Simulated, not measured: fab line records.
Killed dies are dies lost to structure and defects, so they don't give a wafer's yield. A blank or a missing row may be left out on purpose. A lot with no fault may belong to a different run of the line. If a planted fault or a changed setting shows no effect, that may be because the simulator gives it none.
Matching of chambers || flow n5Finfet || N5_GATE_CUT_DESCUM_18 on rieDiel-03 has 4 sister chambers
The step chemistry O2, time 7 s. 39 wafers are shown with their chamber, then 12 later ones without.

## EACH WAFER AND ITS CHAMBER
{"wafer": "L074.1", "chamber": 0, "drypumpMotorCurrentA (A)": 4.8, "throttleValvePct (%)": 20.17, "showerheadPlenumPTorr (Torr)": 2.06}
{"wafer": "L074.2", "chamber": 2, "drypumpMotorCurrentA (A)": 5.3, "throttleValvePct (%)": 20.60, "showerheadPlenumPTorr (Torr)": 1.99}
{"wafer": "L074.3", "chamber": 3, "drypumpMotorCurrentA (A)": 5.5, "throttleValvePct (%)": 20.60, "showerheadPlenumPTorr (Torr)": 1.98}
{"wafer": "L074.4", "chamber": 1, "drypumpMotorCurrentA (A)": 6.0, "throttleValvePct (%)": 20.47, "showerheadPlenumPTorr (Torr)": 2.16}
{"wafer": "L074.5", "chamber": 2, "drypumpMotorCurrentA (A)": 5.3, "throttleValvePct (%)": 20.58, "showerheadPlenumPTorr (Torr)": 1.99}
{"wafer": "L074.6", "chamber": 1, "drypumpMotorCurrentA (A)": 6.0, "throttleValvePct (%)": 20.49, "showerheadPlenumPTorr (Torr)": 2.16}
{"wafer": "L076.1", "chamber": 3, "drypumpMotorCurrentA (A)": 5.5, "throttleValvePct (%)": 20.62, "showerheadPlenumPTorr (Torr)": 1.98}
{"wafer": "L076.2", "chamber": 0, "drypumpMotorCurrentA (A)": 4.8, "throttleValvePct (%)": 20.17, "showerheadPlenumPTorr (Torr)": 2.06}
{"wafer": "L076.4", "chamber": 3, "drypumpMotorCurrentA (A)": 5.5, "throttleValvePct (%)": 20.61, "showerheadPlenumPTorr (Torr)": 1.98}
{"wafer": "L077.2", "chamber": 3, "drypumpMotorCurrentA (A)": 5.5, "throttleValvePct (%)": 20.60, "showerheadPlenumPTorr (Torr)": 1.98}
{"wafer": "L077.5", "chamber": 3, "drypumpMotorCurrentA (A)": 5.5, "throttleValvePct (%)": 20.61, "showerheadPlenumPTorr (Torr)": 1.98}
{"wafer": "L077.6", "chamber": 0, "drypumpMotorCurrentA (A)": 4.7, "throttleValvePct (%)": 20.18, "showerheadPlenumPTorr (Torr)": 2.06}
{"wafer": "L079.1", "chamber": 1, "drypumpMotorCurrentA (A)": 6.0, "throttleValvePct (%)": 20.48, "showerheadPlenumPTorr (Torr)": 2.16}
{"wafer": "L079.3", "chamber": 2, "drypumpMotorCurrentA (A)": 5.3, "throttleValvePct (%)": 20.61, "showerheadPlenumPTorr (Torr)": 1.98}
{"wafer": "L079.5", "chamber": 1, "drypumpMotorCurrentA (A)": 6.0, "throttleValvePct (%)": 20.49, "showerheadPlenumPTorr (Torr)": 2.16}
{"wafer": "L080.1", "chamber": 0, "drypumpMotorCurrentA (A)": 4.7, "throttleValvePct (%)": 20.20, "showerheadPlenumPTorr (Torr)": 2.05}
{"wafer": "L080.2", "chamber": 2, "drypumpMotorCurrentA (A)": 5.3, "throttleValvePct (%)": 20.61, "showerheadPlenumPTorr (Torr)": 1.98}
{"wafer": "L080.3", "chamber": 1, "drypumpMotorCurrentA (A)": 6.1, "throttleValvePct (%)": 20.49, "showerheadPlenumPTorr (Torr)": 2.16}
{"wafer": "L080.4", "chamber": 2, "drypumpMotorCurrentA (A)": 5.3, "throttleValvePct (%)": 20.61, "showerheadPlenumPTorr (Torr)": 1.98}
{"wafer": "L080.5", "chamber": 1, "drypumpMotorCurrentA (A)": 6.0, "throttleValvePct (%)": 20.48, "showerheadPlenumPTorr (Torr)": 2.16}
{"wafer": "L080.6", "chamber": 0, "drypumpMotorCurrentA (A)": 4.7, "throttleValvePct (%)": 20.20, "showerheadPlenumPTorr (Torr)": 2.05}
{"wafer": "L081.2", "chamber": 0, "drypumpMotorCurrentA (A)": 4.7, "throttleValvePct (%)": 20.19, "showerheadPlenumPTorr (Torr)": 2.05}
{"wafer": "L081.5", "chamber": 1, "drypumpMotorCurrentA (A)": 6.0, "throttleValvePct (%)": 20.47, "showerheadPlenumPTorr (Torr)": 2.16}
{"wafer": "L081.6", "chamber": 2, "drypumpMotorCurrentA (A)": 5.3, "throttleValvePct (%)": 20.63, "showerheadPlenumPTorr (Torr)": 1.98}
{"wafer": "L084.2", "chamber": 3, "drypumpMotorCurrentA (A)": 5.5, "throttleValvePct (%)": 20.23, "showerheadPlenumPTorr (Torr)": 2.24}
{"wafer": "L084.4", "chamber": 0, "drypumpMotorCurrentA (A)": 4.8, "throttleValvePct (%)": 20.20, "showerheadPlenumPTorr (Torr)": 2.05}
{"wafer": "L084.5", "chamber": 1, "drypumpMotorCurrentA (A)": 6.0, "throttleValvePct (%)": 20.51, "showerheadPlenumPTorr (Torr)": 2.16}
{"wafer": "L086.2", "chamber": 3, "drypumpMotorCurrentA (A)": 5.5, "throttleValvePct (%)": 20.25, "showerheadPlenumPTorr (Torr)": 2.24}
{"wafer": "L086.3", "chamber": 1, "drypumpMotorCurrentA (A)": 6.0, "throttleValvePct (%)": 20.51, "showerheadPlenumPTorr (Torr)": 2.16}
{"wafer": "L086.4", "chamber": 0, "drypumpMotorCurrentA (A)": 4.8, "throttleValvePct (%)": 20.21, "showerheadPlenumPTorr (Torr)": 2.05}
{"wafer": "L088.1", "chamber": 1, "drypumpMotorCurrentA (A)": 6.1, "throttleValvePct (%)": 20.50, "showerheadPlenumPTorr (Torr)": 2.16}
{"wafer": "L088.2", "chamber": 3, "drypumpMotorCurrentA (A)": 5.5, "throttleValvePct (%)": 20.26, "showerheadPlenumPTorr (Torr)": 2.24}
{"wafer": "L088.4", "chamber": 2, "drypumpMotorCurrentA (A)": 5.3, "throttleValvePct (%)": 20.66, "showerheadPlenumPTorr (Torr)": 1.98}
{"wafer": "L089.1", "chamber": 1, "drypumpMotorCurrentA (A)": 6.0, "throttleValvePct (%)": 20.50, "showerheadPlenumPTorr (Torr)": 2.16}
{"wafer": "L089.2", "chamber": 3, "drypumpMotorCurrentA (A)": 5.5, "throttleValvePct (%)": 20.24, "showerheadPlenumPTorr (Torr)": 2.24}
{"wafer": "L089.3", "chamber": 2, "drypumpMotorCurrentA (A)": 5.3, "throttleValvePct (%)": 20.64, "showerheadPlenumPTorr (Torr)": 1.98}
{"wafer": "L089.4", "chamber": 0, "drypumpMotorCurrentA (A)": 4.8, "throttleValvePct (%)": 20.23, "showerheadPlenumPTorr (Torr)": 2.05}
{"wafer": "L089.5", "chamber": 2, "drypumpMotorCurrentA (A)": 5.3, "throttleValvePct (%)": 20.63, "showerheadPlenumPTorr (Torr)": 1.98}
{"wafer": "L089.6", "chamber": 3, "drypumpMotorCurrentA (A)": 5.5, "throttleValvePct (%)": 20.25, "showerheadPlenumPTorr (Torr)": 2.24}

SIGNATURES (averages over the wafers above)
{"reading": "drypumpMotorCurrentA", "chamber 0": 4.756, "chamber 1": 6.018, "chamber 2": 5.300, "chamber 3": 5.500, "scatter within a chamber": 0.0332}
{"reading": "throttleValvePct", "chamber 0": 20.1944, "chamber 1": 20.4900, "chamber 2": 20.6189, "chamber 3": 20.4270, "scatter within a chamber": 0.0983}
{"reading": "showerheadPlenumPTorr", "chamber 0": 2.0533, "chamber 1": 2.1600, "chamber 2": 1.9822, "chamber 3": 2.1100, "scatter within a chamber": 0.0696}
Rule: for each reading, subtract the chamber's mean from the wafer's reading, divide by that reading's scatter and square the result; add these up over the readings and take the root, which gives the wafer's distance from the chamber. The wafer belongs to the nearest chamber; if the next one is less than 2 further off, it can't be placed. The scatter is the square root of a quotient: the sum, over the shown wafers, of each reading's squared deviation from its chamber's mean, divided by wafers minus chambers.

## WAFERS WITH NO CHAMBER GIVEN
{"wafer": "L090.2", "drypumpMotorCurrentA (A)": 4.8, "throttleValvePct (%)": 20.23, "showerheadPlenumPTorr (Torr)": 2.05}
{"wafer": "L090.3", "drypumpMotorCurrentA (A)": 5.3, "throttleValvePct (%)": 20.63, "showerheadPlenumPTorr (Torr)": 1.98}
{"wafer": "L090.6", "drypumpMotorCurrentA (A)": 5.3, "throttleValvePct (%)": 20.65, "showerheadPlenumPTorr (Torr)": 1.98}
{"wafer": "L092.1", "drypumpMotorCurrentA (A)": 5.5, "throttleValvePct (%)": 20.26, "showerheadPlenumPTorr (Torr)": 2.23}
{"wafer": "L092.2", "drypumpMotorCurrentA (A)": 6.0, "throttleValvePct (%)": 20.53, "showerheadPlenumPTorr (Torr)": 2.16}
{"wafer": "L092.6", "drypumpMotorCurrentA (A)": 6.0, "throttleValvePct (%)": 20.50, "showerheadPlenumPTorr (Torr)": 2.15}
{"wafer": "L094.1", "drypumpMotorCurrentA (A)": 5.3, "throttleValvePct (%)": 20.64, "showerheadPlenumPTorr (Torr)": 1.98}
{"wafer": "L094.2", "drypumpMotorCurrentA (A)": 5.5, "throttleValvePct (%)": 20.27, "showerheadPlenumPTorr (Torr)": 2.23}
{"wafer": "L094.3", "drypumpMotorCurrentA (A)": 6.0, "throttleValvePct (%)": 20.53, "showerheadPlenumPTorr (Torr)": 2.15}
{"wafer": "L096.2", "drypumpMotorCurrentA (A)": 4.8, "throttleValvePct (%)": 20.24, "showerheadPlenumPTorr (Torr)": 2.04}
{"wafer": "L096.3", "drypumpMotorCurrentA (A)": 5.5, "throttleValvePct (%)": 20.25, "showerheadPlenumPTorr (Torr)": 2.23}
{"wafer": "L096.6", "drypumpMotorCurrentA (A)": 4.7, "throttleValvePct (%)": 20.23, "showerheadPlenumPTorr (Torr)": 2.04}

## EACH ONE'S CHAMBER
{"wafer": "L090.2", "from the rows above": 0, "in truth": 0}
{"wafer": "L090.3", "from the rows above": 2, "in truth": 2}
{"wafer": "L090.6", "from the rows above": 2, "in truth": 2}
{"wafer": "L092.1", "from the rows above": 3, "in truth": 3}
{"wafer": "L092.2", "from the rows above": 1, "in truth": 1}
{"wafer": "L092.6", "from the rows above": 1, "in truth": 1}
{"wafer": "L094.1", "from the rows above": 2, "in truth": 2}
{"wafer": "L094.2", "from the rows above": 3, "in truth": 3}
{"wafer": "L094.3", "from the rows above": 1, "in truth": 1}
{"wafer": "L096.2", "from the rows above": 0, "in truth": 0}
{"wafer": "L096.3", "from the rows above": 3, "in truth": 3}
{"wafer": "L096.6", "from the rows above": 0, "in truth": 0}
Correct placement for 12 of the 12. Number that these rows cannot place: 0. Number placed wrongly: 0.
